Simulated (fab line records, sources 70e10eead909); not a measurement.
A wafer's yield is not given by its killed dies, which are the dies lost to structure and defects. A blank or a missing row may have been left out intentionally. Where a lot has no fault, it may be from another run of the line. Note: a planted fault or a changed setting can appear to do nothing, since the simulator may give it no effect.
fab line records | flow nandHarc
record lots=11 | wafers=33 | lastDay=23
route steps=1159 shown A_M1@1037 A_BONDPAD@1076
lots with no fault: from the same line, run without faults
startH: start of the lot's first displayed wafer, in hours after the record's first day | waitH: how many hours have passed since the lot's step before this one | " same as the row above | L1.1+2: one row covering several wafers at once | - no value present, or no start provided | * or withheld: withheld | < > ~ a bound
route shown NAME@n: a module of which the file shows steps, and the number in the route of the first | usual: mean/standard deviation taken from wafers without a fault | same: alike in all rows | chamber/n: place in a boat | sites: readings site by site | _std_site: their standard deviation | _edge_site: inner sites' mean taken away from outer sites' mean | radiusMm: how far each site lies from the wafer's centre | mask NAME#n: copy n | behind: the tool/chamber that last shaped the wafer | hold: the reason the lot was held/the length of the hold in hours/how it ended | device: whichever transistor did not switch (one of n, p or np) | end of line: at the end of the route, the tests of the same wafers | where a step has no rows: the recipe by itself | killed: at the first sort, the dies lost to defects and structure; wafer yield is something else | map: the dies of a wafer, with x for killed, . for not killed, _ for no die there
set.NAME: the run value of the setting; set.NAME@STEP: its run value at that earlier step | model.NAME: the simulator's own value behind a step, which no gauge read
one table for each step of the route and one row for each wafer, over a sample of lots
services: when a tool's chamber went out of use (startH, in hours from the record's first day, below 0 if earlier), for how many hours, and the reason
## steps
# step NHARC_A_M1_OVL_MEAS_10
# recipe pitchNm=240
# usual overlayXNm=-0.1/0.82 | overlayYNm=0.1/0.75
lot.wafer | tool       | chamber | startH | waitH | overlayXNm | overlayYNm
L368.1    | overlay-01 | -       | 405.88 | -     | -0.6       | 0.4
L368.3    | "          | -       | "      | "     | -0.6       | 0.6
L368.5    | "          | -       | "      | "     | -0.9       | 0.2
L372.2    | overlay-02 | -       | 409.16 | -     | -0.5       | -0.5
L372.5    | "          | -       | "      | "     | -0.1       | -0.8
L372.6    | "          | -       | "      | "     | 0.5        | -0.8
L371.3    | overlay-02 | -       | 410.59 | -     | -0.9       | -0.2
L371.4    | "          | -       | "      | "     | -0.1       | 0.0
L371.5    | "          | -       | "      | "     | -0.7       | 0.6
L373.1    | overlay-01 | -       | 427.73 | -     | 1.6        | -0.1
L373.4    | "          | -       | "      | "     | 1.6        | 0.4
L373.6    | "          | -       | "      | "     | 1.5        | 0.0
L374.1    | overlay-02 | -       | 440.27 | -     | 0.5        | -0.3
L374.2    | "          | -       | "      | "     | 0.4        | -1.0
L374.6    | "          | -       | "      | "     | 0.6        | -0.4
L377.3    | overlay-01 | -       | 445.47 | -     | -1.0       | 0.0
L377.4    | "          | -       | "      | "     | -0.2       | 0.1
L377.6    | "          | -       | "      | "     | -0.5       | 0.3
L375.1    | overlay-01 | -       | 450.13 | -     | -0.7       | -0.9
L375.3    | "          | -       | "      | "     | -0.9       | -0.7
L375.6    | "          | -       | "      | "     | -0.9       | -0.4
L384.1    | overlay-01 | -       | 495.28 | -     | -1.3       | -0.1
L384.2    | "          | -       | "      | "     | -1.4       | -0.3
L384.4    | "          | -       | "      | "     | -1.7       | -0.6
L385.1    | overlay-01 | -       | 497.88 | -     | -0.9       | 1.7
L385.3    | "          | -       | "      | "     | -0.8       | 1.0
L385.5    | "          | -       | "      | "     | -1.6       | 1.1
L386.1    | overlay-02 | -       | 505.55 | -     | -0.2       | 0.2
L386.2    | "          | -       | "      | "     | 0.0        | 0.8
L386.4    | "          | -       | "      | "     | -0.2       | 0.7
L391.1    | overlay-02 | -       | 519.58 | -     | -1.5       | 0.4
L391.2    | "          | -       | "      | "     | -1.7       | 0.2
L391.3    | "          | -       | "      | "     | -1.9       | 0.1
# step NHARC_A_BONDPAD_ETCH_34
# recipe targetDepthA=600 | overetchA=180 | timeS=65.91 | ionEnergyEv=200 | n2FlowSccm=150 | h2FlowSccm=150 | arFlowSccm=0 | rfW=400 | biasW=150 | chemistry=N2/H2
# usual chamberPressureMTorr=29.998/0.029 | drypumpMotorCurrentA=5.63/0.19 | h2FlowSccm=150.0/0.52 | oesProductAu=1.000/0.007 | rfFwdPowerW=397.3/1.2 | rfVppV=431.9/2.3 | showerheadPlenumPTorr=2.09/0.079 | throttleValvePct=14.173/0.0087
lot.wafer | tool       | chamber | startH | waitH | chamberPressureMTorr | drypumpMotorCurrentA | h2FlowSccm | oesProductAu | rfFwdPowerW | rfHoursCounterH | rfVppV | showerheadPlenumPTorr | throttleValvePct
L368.3    | rieDiel-03 | 1       | 411.05 | 0.1   | 29.957               | 5.44                 | 150.4      | 1.001        | 396.7       | 1               | 431.5  | 2.15                  | 14.181
L368.1    | "          | 2       | "      | "     | 29.992               | 5.76                 | 150.5      | 1.007        | 397.1       | 1               | 433.5  | 2.17                  | 14.172
L368.5    | "          | 1       | "      | "     | 29.962               | 5.41                 | 150.6      | 1.004        | 397.5       | -               | 432.8  | 2.15                  | 14.152
L372.2    | rieDiel-03 | 0       | 413.97 | 0.1   | 30.021               | 5.47                 | 149.8      | 0.989        | 397.3       | 1               | 432.0  | 2.15                  | 14.165
L372.6    | "          | 1       | "      | "     | 30.022               | 5.45                 | 150.5      | 1.004        | 397.7       | -               | 431.9  | 2.15                  | 14.180
L372.5    | "          | 2       | "      | "     | 29.974               | 5.74                 | 151.2      | 1.012        | 396.2       | -               | 434.7  | 2.17                  | 14.186
L371.4    | rieDiel-03 | 2       | 419.56 | 0.1   | 30.018               | 5.75                 | 149.2      | 1.007        | 396.3       | 1               | 434.4  | 2.17                  | 14.164
L371.3    | "          | 1       | "      | "     | 30.058               | 5.46                 | 149.6      | 1.001        | 396.0       | 1               | 433.0  | 2.15                  | 14.167
L371.5    | "          | 2       | "      | "     | 29.987               | 5.75                 | 149.1      | 1.000        | 398.0       | -               | 434.0  | 2.17                  | 14.181
L373.1    | rieDiel-03 | 0       | 433.00 | 0.1   | 29.950               | 5.47                 | 150.8      | 0.990        | 394.9       | 2               | 433.1  | 2.15                  | 14.160
L373.4    | "          | 2       | "      | "     | 29.963               | 5.74                 | 149.5      | 1.007        | 397.0       | 2               | 434.7  | 2.17                  | 14.171
L373.6    | "          | 0       | "      | "     | 30.038               | 5.46                 | 150.7      | 0.996        | 396.8       | -               | 433.7  | 2.15                  | 14.167
L374.1    | rieDiel-07 | 2       | 445.36 | 0.4   | 30.014               | 5.83                 | 150.3      | 0.997        | 399.4       | 8               | 432.4  | 2.06                  | 14.169
L374.2    | "          | 3       | "      | "     | 29.945               | 5.55                 | 150.2      | 1.000        | 397.5       | 8               | 430.7  | 2.06                  | 14.179
L374.6    | "          | 1       | "      | "     | 30.004               | 5.87                 | 149.5      | 1.002        | 397.9       | -               | 427.3  | 1.92                  | 14.158
L377.3    | rieDiel-07 | 2       | 450.48 | 0.1   | 30.045               | 5.83                 | 149.5      | 1.001        | 398.1       | 8               | 430.5  | 2.06                  | 14.171
L377.4    | "          | 0       | "      | "     | 30.017               | 5.88                 | 150.1      | 0.996        | 397.1       | 9               | 429.6  | 1.94                  | 14.182
L377.6    | "          | 2       | "      | "     | 30.019               | 5.82                 | 149.4      | 0.997        | 397.6       | -               | 431.5  | 2.06                  | 14.168
L375.1    | rieDiel-07 | 1       | 455.51 | 0.1   | 30.035               | 5.88                 | 149.5      | 0.863        | 399.1       | 9               | 426.7  | 1.92                  | 14.176
L375.3    | "          | 3       | "      | "     | 30.020               | 5.55                 | 150.8      | 0.998        | 396.5       | 10              | 432.2  | 2.06                  | 14.183
L375.6    | "          | 0       | "      | "     | 30.009               | 5.84                 | 149.5      | 1.011        | 397.8       | -               | 428.3  | 1.94                  | 14.189
L384.1    | rieDiel-03 | 1       | 500.23 | 0.1   | 29.955               | 5.45                 | 151.3      | 0.993        | 398.9       | 4               | 432.2  | 2.15                  | 14.174
L384.4    | "          | 2       | "      | "     | 29.979               | 5.74                 | 149.4      | 1.010        | 399.0       | 4               | 434.1  | 2.17                  | 14.161
L384.2    | "          | 0       | "      | "     | 30.001               | 5.47                 | 149.4      | 0.990        | 396.1       | 4               | 433.7  | 2.14                  | 14.163
L385.1    | rieDiel-03 | 2       | 502.87 | 0.1   | 29.993               | 5.74                 | 149.7      | 1.002        | 396.7       | 4               | 432.7  | 2.17                  | 14.172
L385.3    | "          | 0       | "      | "     | 29.975               | 5.42                 | 150.2      | 0.993        | 398.8       | 4               | 433.7  | 2.14                  | 14.162
L385.5    | "          | 2       | "      | "     | 30.009               | 5.72                 | 150.2      | 1.014        | 397.3       | -               | 432.4  | 2.17                  | 14.185
L386.1    | rieDiel-01 | 0       | 510.72 | 0.1   | 30.003               | 6.40                 | 149.7      | 0.998        | 396.4       | 3               | 432.2  | 2.09                  | 14.180
L386.4    | "          | 2       | "      | "     | 29.995               | 5.74                 | 150.2      | 1.007        | 398.7       | 3               | 427.2  | 1.94                  | 14.179
L386.2    | "          | 3       | "      | "     | 29.944               | 5.79                 | 150.2      | 0.994        | 399.3       | 2               | 429.5  | 1.99                  | 14.177
L391.3    | rieDiel-03 | 2       | 524.83 | 0.1   | 30.004               | 5.74                 | 149.8      | 1.002        | 396.0       | 5               | 433.9  | 2.17                  | 14.165
L391.2    | "          | 3       | "      | "     | 29.968               | 5.50                 | 149.9      | 1.000        | 396.7       | 5               | 430.1  | 2.05                  | 14.188
L391.1    | "          | 0       | "      | "     | 29.944               | 5.48                 | 149.6      | 0.992        | 396.9       | 5               | 435.6  | 2.14                  | 14.174
# step NHARC_A_BONDPAD_CD_MEAS_13
# usual cdNm=499.0/1.8
lot.wafer | tool     | chamber | startH | waitH | cdNm
L368.1    | cdSem-01 | -       | 411.27 | -     | 498.9
L368.3    | "        | -       | "      | "     | 497.1
L368.5    | "        | -       | "      | "     | 499.5
L372.2    | cdSem-02 | -       | 414.19 | -     | 496.2
L372.5    | "        | -       | "      | "     | 494.4
L372.6    | "        | -       | "      | "     | 496.3
L371.3    | cdSem-01 | -       | 419.79 | -     | 499.6
L371.4    | "        | -       | "      | "     | 500.0
L371.5    | "        | -       | "      | "     | 501.1
L373.1    | cdSem-02 | -       | 433.23 | -     | 497.5
L373.4    | "        | -       | "      | "     | 497.1
L373.6    | "        | -       | "      | "     | 496.5
L374.1    | cdSem-03 | -       | 445.58 | -     | 498.8
L374.2    | "        | -       | "      | "     | 500.0
L374.6    | "        | -       | "      | "     | 498.2
L377.3    | cdSem-02 | -       | 450.72 | -     | 497.8
L377.4    | "        | -       | "      | "     | 496.8
L377.6    | "        | -       | "      | "     | 497.9
L375.1    | cdSem-02 | -       | 455.74 | -     | 498.5
L375.3    | "        | -       | "      | "     | 498.9
L375.6    | "        | -       | "      | "     | 496.5
L384.1    | cdSem-02 | -       | 500.46 | -     | 498.4
L384.2    | "        | -       | "      | "     | 500.5
L384.4    | "        | -       | "      | "     | 499.4
L385.1    | cdSem-02 | -       | 503.10 | -     | 499.4
L385.3    | "        | -       | "      | "     | 500.1
L385.5    | "        | -       | "      | "     | 497.5
L386.1    | cdSem-03 | -       | 510.96 | -     | 498.2
L386.2    | "        | -       | "      | "     | 498.0
L386.4    | "        | -       | "      | "     | 498.0
L391.1    | cdSem-02 | -       | 525.05 | -     | 500.5
L391.2    | "        | -       | "      | "     | 501.0
L391.3    | "        | -       | "      | "     | 503.1
# step NHARC_A_BONDPAD_CMP_19
# recipe tOverpolishS=30 | cuRecessTouchS=16 | targetThkNm=169.8
# usual motorCurrentA=11.9/0.85 | overpolishRunS=30.000/0.0088
lot.wafer | tool   | chamber | startH | waitH | motorCurrentA | overpolishRunS
L368.3    | cmp-03 | 3       | 413.17 | -     | 11.7          | 30.003
L368.1    | "      | 0       | "      | "     | 11.0          | 30.006
L368.5    | "      | 2       | "      | "     | 12.7          | 29.983
L372.2    | cmp-03 | 3       | 419.96 | -     | 12.2          | 30.005
L372.6    | "      | 3       | "      | "     | 11.9          | 29.988
L372.5    | "      | 0       | "      | "     | 10.6          | 29.995
L371.4    | cmp-03 | 3       | 421.72 | -     | 12.2          | 29.990
L371.3    | "      | 1       | "      | "     | 12.4          | 29.991
L371.5    | "      | 2       | "      | "     | 12.8          | 30.004
L373.4    | cmp-03 | 1       | 434.98 | -     | 12.2          | 30.001
L373.1    | "      | 2       | "      | "     | 12.6          | 30.005
L373.6    | "      | 3       | "      | "     | 12.3          | 29.993
L374.2    | cmp-04 | 3       | 447.29 | -     | 10.8          | 29.987
L374.1    | "      | 2       | "      | "     | 12.4          | 29.998
L374.6    | "      | 3       | "      | "     | 11.9          | 29.998
L377.3    | cmp-01 | 2       | 453.14 | -     | 11.1          | 29.990
L377.4    | "      | 3       | "      | "     | 13.2          | 30.009
L377.6    | "      | 1       | "      | "     | 12.1          | 29.998
L375.1    | cmp-04 | 3       | 458.00 | -     | 11.1          | 30.002
L375.3    | "      | 0       | "      | "     | 12.5          | 30.007
L375.6    | "      | 1       | "      | "     | 10.2          | 29.989
L384.2    | cmp-03 | 0       | 502.17 | -     | 10.5          | 29.994
L384.4    | "      | 1       | "      | "     | 13.0          | 29.998
L384.1    | "      | 2       | "      | "     | 12.8          | 30.005
L385.1    | cmp-01 | 1       | 504.96 | -     | 12.1          | 30.000
L385.3    | "      | 0       | "      | "     | 10.7          | 29.987
L385.5    | "      | 2       | "      | "     | 11.1          | 29.985
L386.1    | cmp-01 | 2       | 512.70 | -     | 11.2          | 29.989
L386.4    | "      | 3       | "      | "     | 13.3          | 29.997
L386.2    | "      | 0       | "      | "     | 11.1          | 30.014
L391.3    | cmp-01 | 1       | 526.82 | -     | 12.4          | 29.998
L391.2    | "      | 2       | "      | "     | 11.2          | 30.017
L391.1    | "      | 3       | "      | "     | 12.8          | 29.995
## services
tool       | chamber | startH | hours | kind
rieDiel-03 | -       | 392.30 | 9.0   | pm
rieDiel-03 | 0       | 392.30 | 9.0   | ventCycle
rieDiel-03 | 1       | 392.30 | 9.0   | ventCycle
rieDiel-03 | 2       | 392.30 | 9.0   | ventCycle
rieDiel-03 | 3       | 392.30 | 9.0   | ventCycle
cmp-04     | -       | 399.29 | 4.0   | pm
rieDiel-03 | 0       | 401.30 | -     | clean
rieDiel-03 | 1       | 401.30 | -     | clean
rieDiel-03 | 2       | 401.30 | -     | clean
rieDiel-01 | -       | 405.05 | 9.7   | repair
rieDiel-07 | -       | 405.20 | 9.0   | pm
cmp-04     | -       | 411.00 | 3.1   | repair
cmp-01     | -       | 416.27 | 18.0  | repair
rieDiel-01 | 1       | 438.10 | 3.6   | repair
cmp-03     | -       | 450.13 | 4.0   | pm
rieDiel-07 | 1       | 456.38 | 4.5   | repair
cmp-03     | -       | 460.71 | 2.0   | repair
cmp-03     | -       | 469.06 | 0.9   | repair
cmp-01     | -       | 476.37 | 1.1   | repair
cmp-01     | -       | 479.20 | 4.0   | pm
rieDiel-01 | -       | 491.99 | 9.0   | pm
cmp-04     | -       | 497.29 | 4.0   | pm
cmp-04     | -       | 502.90 | 1.0   | repair
rieDiel-03 | -       | 523.65 | 0.4   | repair
## key
firstSign step=NHARC_A_BONDPAD_ETCH_34 | reading=oesProductAu | direction=down | sigmas=20 | usual=1.000 | struck=0.863
effect none on later readings
metAt NHARC_A_BONDPAD_ETCH_34
struckLots L375
struckWafers L375.1
notActingAt NHARC_A_M1_OVL_MEAS_10,NHARC_A_BONDPAD_CD_MEAS_13,NHARC_A_BONDPAD_CMP_19
onsetBetween 450.48 455.51
fault kind=processParameterDrift | tool=rieDiel-07 | chamber=- | onsetH=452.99 | steps=NHARC_A_BONDPAD_ETCH_34 | channel=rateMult | offset=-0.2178 | shape=step | endH=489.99 | scope=struckWafersOnly
